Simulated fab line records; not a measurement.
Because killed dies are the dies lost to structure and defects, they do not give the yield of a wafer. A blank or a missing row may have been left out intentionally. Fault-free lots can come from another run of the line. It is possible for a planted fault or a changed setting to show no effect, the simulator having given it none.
Split-lot study | flow n5 finfet | on a route of 1938 steps: 7 lots, 21 wafers read

== SPLIT DETAILS ==
At N5_BEOL_M0_SAQP_COAT_87 (time 60 s, resist thk 5 nm), the setting spin rpm was moved away from the recipe's 1500 rpm on 6 of the 21 wafers read, by -7.3% to +7.9%. For the rest of the wafers, this setting stayed at what the recipe calls for.

No step appears in the file between the split and the reading.

== THE READING ==
etch.depth nm (the simulator's own value, which no gauge read), in nm, at N5_BEOL_M0_SAQP_ETCH_88 (etches underlayer in N2/H2, target depth 6.5 nm, time 5.2 s). There is no usual value for it anywhere in the file. Here, 15 wafers ran the recipe; their average is 5.016 nm with a standard deviation of 0.014 nm.

wafer  | tool, chamber at the split | spin rpm as run, rpm | against the recipe | etch.depth nm, nm | against lot-mates on the recipe
L074.1 | litho track-04, 0          | 1618                 | +7.9%              | 4.862             | -0.165
L074.2 | litho track-04, 0          | 1500                 | recipe             | 5.027             | -
L074.5 | litho track-04, 0          | 1618                 | +7.9%              | 4.855             | -0.172
L075.1 | litho track-02, 0          | 1595                 | +6.3%              | 4.859             | -0.147
L075.4 | litho track-02, 0          | 1595                 | +6.3%              | 4.863             | -0.143
L075.6 | litho track-02, 0          | 1500                 | recipe             | 5.006             | -
L079.1 | litho track-04, 0          | 1579                 | +5.3%              | 4.895             | -0.128
L079.4 | litho track-04, 0          | 1500                 | recipe             | 5.025             | -
L079.5 | litho track-04, 0          | 1500                 | recipe             | 5.02              | -
L081.1 | litho track-05, 0          | 1500                 | recipe             | 5.001             | -
L081.3 | litho track-05, 0          | 1500                 | recipe             | 5.004             | -
L081.5 | litho track-05, 0          | 1391                 | -7.3%              | 5.194             | +0.192
L085.1 | litho track-02, 0          | 1500                 | recipe             | 5.03              | -
L085.4 | litho track-02, 0          | 1500                 | recipe             | 5.037             | -
L085.6 | litho track-02, 0          | 1500                 | recipe             | 5.025             | -
L086.1 | litho track-05, 0          | 1500                 | recipe             | 5.018             | -
L086.4 | litho track-05, 0          | 1500                 | recipe             | 4.988             | -
L086.6 | litho track-05, 0          | 1500                 | recipe             | 4.993             | -
L092.1 | litho track-02, 0          | 1500                 | recipe             | 5.012             | -
L092.3 | litho track-02, 0          | 1500                 | recipe             | 5.027             | -
L092.5 | litho track-02, 0          | 1500                 | recipe             | 5.031             | -

THE FIT
A straight line over all 21 wafers: etch.depth nm changes by -0.0225 nm for each +1% of spin rpm; r = -0.98; the points scatter about the line by 0.015 nm.
The same after taking each lot's own level away (the mean of its wafers on the recipe; 21 wafers): -0.0232 nm for each +1%; r = -0.99; scatter 0.0094 nm.
Per that fit: largest spin rpm move, reading shift of 0.18 nm.
Measured against the standard deviation above, the lots' own levels, which go from 4.9997 to 5.0307 nm, span 2.2 times it.
The two slopes are in agreement: the lot-to-lot level therefore moves the slope only a little.
Check: for one of the wafers moved furthest among these (+7.9%), held out of the fit, the line's prediction against its lot-mates is -0.185 nm. It came out at -0.165 nm against them.

== FURTHER SPLITS ON THESE WAFERS ==
Other splits were also applied to these wafers ahead of the reading. Each is held against what the fit with the lots' levels taken away leaves over:
other split on the same wafers            | wafers away from the commonest value | r with etch.depth nm (lot level and that fit taken away)
N5_GATE_CUT_DESCUM_18 time s              | 8                                    | -0.03
N5_GATE_CUT_ETCH_36 cf4 flow sccm         | 7                                    | +0.09
N5_MOL_CONTACT_COAG_COAT_64 spin rpm      | 6                                    | -0.07
N5_BEOL_M0_SAQP_HM_DEP_111 time s         | 2                                    | +0.04
N5_BEOL_M0_SAQP_DEVELOP_13 develop time s | 10                                   | +0.14

== THE FILE'S OWN FIT ==
etch.depth nm changes by -0.0236 nm for each +1% of spin rpm, r = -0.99.
